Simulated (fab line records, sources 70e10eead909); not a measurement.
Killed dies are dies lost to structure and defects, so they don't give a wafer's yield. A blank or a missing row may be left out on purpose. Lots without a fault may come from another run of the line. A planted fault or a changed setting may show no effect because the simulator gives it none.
Which tool did it? | flow nand_harc | 12 lots, 36 wafers sampled, at 5 steps of a route of 1302

WHAT THE GAUGES READ, wafer by wafer
NHARC_END_SORT_01. Usual: killed_at_array 52, standard deviation 18; killed_at_other 1.0, standard deviation 1.4; killed_at_periphery 3.1, standard deviation 2.3; killed_dies 56, standard deviation 17; killed_open 3.0, standard deviation 1.7; killed_short 2.5, standard deviation 1.7.
lot  | measured     | on        | killed_at_array | killed_at_other | killed_at_periphery | killed_dies | killed_open | killed_short | flag
L912 | day 24 15:41 | prober-02 | 675 676 675     | 0 0 0           | 2 1 2               | 677 677 677 | 8 0 1       | 2 1 3        | OFF
L913 | day 26 03:56 | prober-01 | 665 672 673     | 1 2 1           | 11 3 3              | 677 677 677 | 4 4 5       | 1 3 2        | OFF

WHICH TOOL RAN EACH LOT (tool, then ch and the chambers of the sampled wafers, then the start)
lot  | NHARC_A_CHANNEL_HOLE_D2_ETCH_44    | NHARC_A_CHANNEL_FILL_D2_CVD_18   | NHARC_A_CHANNEL_FILL_D2_ETCHBACK_19 | NHARC_A_CHANNEL_FILL_D2_STRIP_29
L910 | rie_diel-04 ch 0,1, day 13 04:00   | lpcvd_poly-03 ch 0, day 14 04:10 | rie_si-04 ch 1,2,3, day 14 06:17    | rie_diel-08 ch 0,1, no start
L912 | rie_diel-01 ch 0,2, day 14 05:22   | lpcvd_poly-01 ch 0, day 15 04:41 | rie_si-03 ch 0,2,3, day 15 09:18    | rie_diel-08 ch 0,3, day 24 15:41 or earlier
L913 | rie_diel-03 ch 0,2, day 15 00:57   | lpcvd_poly-02 ch 0, day 15 23:41 | rie_si-01 ch 2,3, day 16 04:18      | rie_diel-13 ch 1,2,3, day 26 03:56 or earlier
L920 | rie_diel-01 ch 0,1,2, day 17 18:54 | lpcvd_poly-02 ch 0, day 18 14:59 | rie_si-01 ch 1,2, day 18 17:04      | rie_diel-13 ch 1,3, no start
L924 | rie_diel-03 ch 0,1,2, day 19 08:38 | lpcvd_poly-02 ch 0, day 20 07:47 | rie_si-03 ch 0,2,3, day 20 09:53    | rie_diel-05 ch 0,1,3, no start
L925 | rie_diel-03 ch 0,2,3, day 19 22:01 | lpcvd_poly-01 ch 0, day 20 21:13 | rie_si-04 ch 0,2, day 20 23:16      | rie_diel-05 ch 1,2, no start
L928 | rie_diel-03 ch 0,1, day 20 19:28   | lpcvd_poly-03 ch 0, day 21 18:52 | rie_si-04 ch 0,1,2, day 21 20:56    | rie_diel-05 ch 0,2,3, no start
L929 | rie_diel-04 ch 1,3, day 21 04:11   | lpcvd_poly-01 ch 0, day 22 04:22 | rie_si-03 ch 0,2,3, day 22 06:28    | rie_diel-05 ch 0,3, no start
L930 | rie_diel-03 ch 0,2, day 21 15:20   | lpcvd_poly-02 ch 0, day 22 15:38 | rie_si-01 ch 0,3, day 22 17:41      | rie_diel-05 ch 0,1,2, no start
L932 | rie_diel-03 ch 0,2, day 22 04:47   | lpcvd_poly-01 ch 0, day 23 05:05 | rie_si-04 ch 1,2, day 23 07:10      | rie_diel-05 ch 0,1,2, no start
L931 | rie_diel-04 ch 1,3, day 22 05:41   | lpcvd_poly-01 ch 0, day 23 05:05 | rie_si-01 ch 2,3, day 23 07:10      | rie_diel-05 ch 0,1,2, no start
L933 | rie_diel-03 ch 2,3, day 23 05:55   | lpcvd_poly-03 ch 0, day 24 05:34 | rie_si-01 ch 1,2,3, day 24 07:42    | rie_diel-08 ch 0,1,3, no start
- NHARC_A_CHANNEL_HOLE_D2_ETCH_44: etches the open film in CF4/O2, target depth 140 nm, overetch 14 nm, time 77 s.
- NHARC_A_CHANNEL_FILL_D2_CVD_18: deposits poly-Si, target thk 3 nm.
- NHARC_A_CHANNEL_FILL_D2_ETCHBACK_19: etches the open film in HBr/Cl2, target depth 5 nm, time 1.7 s.
- NHARC_A_CHANNEL_FILL_D2_STRIP_29: strips in O2, time 20 s.

WHAT THE TOOLS THEMSELVES READ (means of the sampled wafers that have a number; where no wafer has one, the mark that the record gives instead)
NHARC_A_CHANNEL_HOLE_D2_ETCH_44. Usual: drypump_motor_current_A 5.6 A, standard deviation 0.45; oes_product_au 0.998 a.u., standard deviation 0.014; rf_vpp_V 197.9 V, standard deviation 1.4; showerhead_plenum_p_Torr 1.34 Torr, standard deviation 0.055; throttle_valve_pct 13.397 %, standard deviation 0.0098.
lot  | tool        | drypump_motor_current_A (A) | oes_product_au (a.u.) | rf_vpp_V (V) | showerhead_plenum_p_Torr (Torr) | throttle_valve_pct (%) | flag
L910 | rie_diel-04 | 5.2                         | 1.009                 | 196.4        | 1.30                            | 13.392                 |
L912 | rie_diel-01 | 5.9                         | 1.007                 | 199.4        | 1.37                            | 13.413                 |
L913 | rie_diel-03 | 5.8                         | 0.988                 | 198.5        | 1.35                            | 13.392                 |
L920 | rie_diel-01 | 6.0                         | 1.000                 | 198.0        | 1.36                            | 13.390                 |
L924 | rie_diel-03 | 5.5                         | 0.993                 | 198.7        | 1.36                            | 13.397                 |
L925 | rie_diel-03 | 5.7                         | 0.981                 | 197.6        | 1.32                            | 13.401                 |
L928 | rie_diel-03 | 5.5                         | 1.013                 | 199.6        | 1.40                            | 13.407                 |
L929 | rie_diel-04 | 5.1                         | 0.997                 | 197.0        | 1.31                            | 13.395                 |
L930 | rie_diel-03 | 5.8                         | 1.004                 | 198.4        | 1.35                            | 13.394                 |
L932 | rie_diel-03 | 5.4                         | 0.999                 | 196.8        | 1.32                            | 13.385                 |
L931 | rie_diel-04 | 5.1                         | 0.996                 | 196.5        | 1.28                            | 13.386                 |
L933 | rie_diel-03 | 5.6                         | 0.995                 | 197.7        | 1.30                            | 13.404                 |

NHARC_A_CHANNEL_FILL_D2_CVD_18. Usual: zone_power_lower_pct 7.5 %, standard deviation 0.59.
lot  | tool          | zone_power_lower_pct (%) | flag
L910 | lpcvd_poly-03 | 6.5                      |
L912 | lpcvd_poly-01 | 7.5                      |
L913 | lpcvd_poly-02 | 8.0                      |
L920 | lpcvd_poly-02 | 8.0                      |
L924 | lpcvd_poly-02 | 8.1                      |
L925 | lpcvd_poly-01 | 7.5                      |
L928 | lpcvd_poly-03 | 6.5                      |
L929 | lpcvd_poly-01 | 7.6                      |
L930 | lpcvd_poly-02 | 8.1                      |
L932 | lpcvd_poly-01 | 7.6                      |
L931 | lpcvd_poly-01 | 7.5                      |
L933 | lpcvd_poly-03 | 6.5                      |

NHARC_A_CHANNEL_FILL_D2_ETCHBACK_19. Usual: drypump_motor_current_A 5.5 A, standard deviation 0.47; oes_product_au 1.003 a.u., standard deviation 0.014; throttle_valve_pct 26.407 %, standard deviation 0.0097.
lot  | tool      | drypump_motor_current_A (A) | oes_product_au (a.u.) | throttle_valve_pct (%) | flag
L910 | rie_si-04 | 5.4                         | 1.009                 | 26.403                 |
L912 | rie_si-03 | 5.4                         | 1.018                 | 26.415                 |
L913 | rie_si-01 | 5.6                         | 1.006                 | 26.411                 |
L920 | rie_si-01 | 5.6                         | 0.997                 | 26.410                 |
L924 | rie_si-03 | 5.4                         | 0.978                 | 26.416                 |
L925 | rie_si-04 | 5.6                         | 1.000                 | 26.406                 |
L928 | rie_si-04 | 5.4                         | 0.999                 | 26.411                 |
L929 | rie_si-03 | 5.3                         | 0.978                 | 26.403                 |
L930 | rie_si-01 | 5.5                         | 1.003                 | 26.410                 |
L932 | rie_si-04 | 5.3                         | 1.015                 | 26.399                 |
L931 | rie_si-01 | 6.1                         | 1.017                 | 26.408                 |
L933 | rie_si-01 | 5.6                         | 1.008                 | 26.402                 |

NHARC_A_CHANNEL_FILL_D2_STRIP_29. Usual: drypump_motor_current_A 5.8 A, standard deviation 0.31; oes_product_au 1.007 a.u., standard deviation 0.019; rf_vpp_V 57.8 V, standard deviation 0.86; showerhead_plenum_p_Torr 3.51 Torr, standard deviation 0.16; throttle_valve_pct 17.037 %, standard deviation 0.0086.
lot  | tool        | drypump_motor_current_A (A) | oes_product_au (a.u.) | rf_vpp_V (V) | showerhead_plenum_p_Torr (Torr) | throttle_valve_pct (%) | flag
L910 | rie_diel-08 | 5.7                         | 0.985                 | 58.1         | 3.56                            | 17.025                 |
L912 | rie_diel-08 | 5.7                         | 0.993                 | 57.2         | 3.47                            | 17.036                 |
L913 | rie_diel-13 | 6.0                         | 0.990                 | 57.2         | 3.36                            | 17.045                 |
L920 | rie_diel-13 | 6.0                         | 1.001                 | 58.1         | 3.32                            | 17.043                 |
L924 | rie_diel-05 | 5.9                         | 1.008                 | 57.4         | 3.56                            | 17.043                 |
L925 | rie_diel-05 | 6.0                         | 0.988                 | 58.3         | 3.50                            | 17.031                 |
L928 | rie_diel-05 | 5.9                         | 1.028                 | 57.6         | 3.54                            | 17.029                 |
L929 | rie_diel-05 | 5.8                         | 1.022                 | 58.2         | 3.64                            | 17.036                 |
L930 | rie_diel-05 | 5.9                         | 1.010                 | 58.1         | 3.46                            | 17.040                 |
L932 | rie_diel-05 | 5.9                         | 1.000                 | 56.8         | 3.45                            | 17.035                 |
L931 | rie_diel-05 | 5.9                         | 1.014                 | 57.8         | 3.45                            | 17.035                 |
L933 | rie_diel-08 | 5.7                         | 0.989                 | 57.3         | 3.50                            | 17.038                 |

THE ANSWER, worked out from the rows above alone
Rule: a lot is off if the mean of its wafers that have a number lies more than 3 standard deviations from the usual mean. A lot without any number at a reading at which 4 lots or more have one is off too. The other lots that the step has rows for count as sound. The gauges are gone through in route order, then the tools' own readings, and for those a lot's mean is taken as printed above. The first step at which some lot is off is used, and at that step the reading that is off furthest; a lot without a number counts as furthest.
Off: L912, L913, at NHARC_END_SORT_01 (killed_dies). Neither off nor sound, because the step has no rows for them: L910, L920, L924, L925, L928, L929, L930, L932, L931, L933.
A tool fits if, at a process step before that reading, it ran every lot that is off, and no sound lot after the first of them. The gauges at NHARC_END_SORT_01 are tried like those tools. NHARC_A_CHANNEL_FILL_D2_STRIP_29 gives no start for some lots, so the hours and the order of its lots are those of NHARC_END_SORT_01. None of those tried fits.

WHAT THE SIMULATOR HAD PUT IN
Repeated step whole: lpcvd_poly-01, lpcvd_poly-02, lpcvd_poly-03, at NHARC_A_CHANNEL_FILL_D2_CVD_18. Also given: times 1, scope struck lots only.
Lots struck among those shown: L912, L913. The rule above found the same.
